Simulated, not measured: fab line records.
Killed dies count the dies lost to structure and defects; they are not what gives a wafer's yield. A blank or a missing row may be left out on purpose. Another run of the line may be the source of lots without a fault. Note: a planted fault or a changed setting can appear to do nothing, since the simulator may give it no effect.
Chamber matching / flow n5Finfet / N5_BEOL_M10_ETCH_65 on rieDiel-04 has 4 sister chambers
The step etches SiARC in CF4, target depth 39 nm, time 65 s. 8 wafers are shown with their chamber, then 7 later ones without.

## WAFERS PAIRED WITH THEIR CHAMBERS
wafer=L075.2; chamber=3; drypumpMotorCurrentA (A)=5.24; showerheadPlenumPTorr (Torr)=2.19
wafer=L075.6; chamber=0; drypumpMotorCurrentA (A)=5.85; showerheadPlenumPTorr (Torr)=2.09
wafer=L076.2; chamber=3; drypumpMotorCurrentA (A)=5.22; showerheadPlenumPTorr (Torr)=2.19
wafer=L089.1; chamber=2; drypumpMotorCurrentA (A)=5.42; showerheadPlenumPTorr (Torr)=2.17
wafer=L089.2; chamber=1; drypumpMotorCurrentA (A)=5.95; showerheadPlenumPTorr (Torr)=2.06
wafer=L089.3; chamber=0; drypumpMotorCurrentA (A)=5.87; showerheadPlenumPTorr (Torr)=2.08
wafer=L089.4; chamber=2; drypumpMotorCurrentA (A)=5.42; showerheadPlenumPTorr (Torr)=2.17
wafer=L089.5; chamber=1; drypumpMotorCurrentA (A)=5.92; showerheadPlenumPTorr (Torr)=2.06

## WAFERS WITHOUT THEIR CHAMBER
wafer=L089.6; drypumpMotorCurrentA (A)=5.86; showerheadPlenumPTorr (Torr)=2.08
wafer=L092.1; drypumpMotorCurrentA (A)=5.93; showerheadPlenumPTorr (Torr)=2.06
wafer=L092.2; drypumpMotorCurrentA (A)=5.41; showerheadPlenumPTorr (Torr)=2.17
wafer=L092.3; drypumpMotorCurrentA (A)=5.88; showerheadPlenumPTorr (Torr)=2.07
wafer=L092.4; drypumpMotorCurrentA (A)=5.85; showerheadPlenumPTorr (Torr)=2.07
wafer=L092.5; drypumpMotorCurrentA (A)=5.89; showerheadPlenumPTorr (Torr)=2.06
wafer=L092.6; drypumpMotorCurrentA (A)=5.40; showerheadPlenumPTorr (Torr)=2.17

## THE CHAMBER EACH PASSED THROUGH
wafer=L089.6; from the rows above=0; in truth=0
wafer=L092.1; from the rows above=1; in truth=1
wafer=L092.2; from the rows above=2; in truth=2
wafer=L092.3; from the rows above=can't be placed: 0 or 1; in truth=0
wafer=L092.4; from the rows above=0; in truth=0
wafer=L092.5; from the rows above=1; in truth=1
wafer=L092.6; from the rows above=2; in truth=2
6 of 7 placed correctly. Unplaceable from these rows: 1, with the true chamber sitting among the candidates in 1. Placed wrongly: 0.
How it was worked out, from the rows above alone: a wafer's distance from a chamber is the root of the sum, over the readings, of the square of ((its reading less the chamber's mean) divided by the reading's scatter). The wafer belongs to the nearest chamber; if the next one is less than 2 further off, it can't be placed. A chamber's mean is the mean of its shown wafers. The scatter: the root of (the sum of the squares of (reading less its chamber's mean) over the shown wafers, divided by (wafers less chambers)).
